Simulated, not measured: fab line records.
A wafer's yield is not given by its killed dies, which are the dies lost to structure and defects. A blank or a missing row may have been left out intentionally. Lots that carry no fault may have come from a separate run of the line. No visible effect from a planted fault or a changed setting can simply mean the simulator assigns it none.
Chamber matching + flow nandHarc + 4 sister chambers for NHARC_A_CHANNEL_HOLE_D1_ETCH_44 on rieDiel-08
The step etches the open film in CF4/O2, target depth 140 nm, overetch 14 nm, time 77 s. 16 wafers are shown with their chamber, then 8 later ones without.

== WAFERS PAIRED WITH THEIR CHAMBERS ==
| wafer  | chamber | drypumpMotorCurrentA (A) | rfVppV (V) | runLengthS (s) |
|--------|---------|--------------------------|------------|----------------|
| L848.1 | 3       | 5.7                      | 195.6      | 97.3           |
| L848.3 | 2       | 5.4                      | 199.8      | 98.2           |
| L848.5 | 2       | 5.4                      | 199.4      | 98.4           |
| L852.1 | 2       | 5.4                      | 198.2      | 98.5           |
| L852.2 | 1       | 6.2                      | 195.2      | 97.7           |
| L852.6 | 0       | 5.2                      | 199.3      | 98.9           |
| L853.1 | 3       | 5.7                      | 195.7      | 97.7           |
| L853.4 | 1       | 6.2                      | 195.0      | 98.1           |
| L853.5 | 0       | 5.2                      | 199.1      | 98.1           |
| L854.4 | 2       | 5.3                      | 197.5      | 98.6           |
| L854.5 | 3       | 5.7                      | 195.9      | 97.3           |
| L854.6 | 0       | 5.2                      | 199.5      | 98.4           |
| L856.1 | 3       | 5.7                      | 198.0      | 97.5           |
| L856.2 | 1       | 6.2                      | 194.8      | 97.6           |
| L856.6 | 2       | 5.4                      | 197.9      | 98.8           |
| L866.1 | 3       | 5.6                      | 195.1      | 97.3           |

SIGNATURES, as means of the wafers listed above
| reading              | chamber 0 | chamber 1 | chamber 2 | chamber 3 | scatter within a chamber |
|----------------------|-----------|-----------|-----------|-----------|--------------------------|
| drypumpMotorCurrentA | 5.200     | 6.200     | 5.380     | 5.680     | 0.0365                   |
| rfVppV               | 199.300   | 195.000   | 198.560   | 196.060   | 0.873                    |
| runLengthS           | 98.467    | 97.800    | 98.500    | 97.420    | 0.257                    |
Rule: for each reading, subtract the chamber's mean from the wafer's reading, divide by that reading's scatter and square the result; add these up over the readings and take the root, which gives the wafer's distance from the chamber. The wafer belongs to the nearest chamber; if the next one is less than 2 further off, it can't be placed. The scatter: the root of (the sum of the squares of (reading less its chamber's mean) over the shown wafers, divided by (wafers less chambers)).

== WAFERS MISSING THEIR CHAMBER ==
| wafer  | drypumpMotorCurrentA (A) | rfVppV (V) | runLengthS (s) |
|--------|--------------------------|------------|----------------|
| L866.2 | 5.4                      | 198.4      | 98.7           |
| L866.3 | 5.2                      | 199.6      | 98.3           |
| L867.1 | 6.2                      | 195.9      | 97.9           |
| L867.2 | 5.7                      | 195.8      | 97.8           |
| L867.6 | 5.2                      | 200.0      | 98.5           |
| L868.1 | 5.2                      | 200.5      | 98.0           |
| L868.2 | 5.4                      | 197.7      | 99.0           |
| L868.3 | 5.7                      | 196.0      | 97.5           |

== WHICH CHAMBER EACH ONE RAN IN ==
| wafer  | from the rows above | in truth |
|--------|---------------------|----------|
| L866.2 | 2                   | 2        |
| L866.3 | 0                   | 0        |
| L867.1 | 1                   | 1        |
| L867.2 | 3                   | 3        |
| L867.6 | 0                   | 0        |
| L868.1 | 0                   | 0        |
| L868.2 | 2                   | 2        |
| L868.3 | 3                   | 3        |
Correctly placed: 8 of 8. Number that these rows cannot place: 0. 0 placed wrongly.
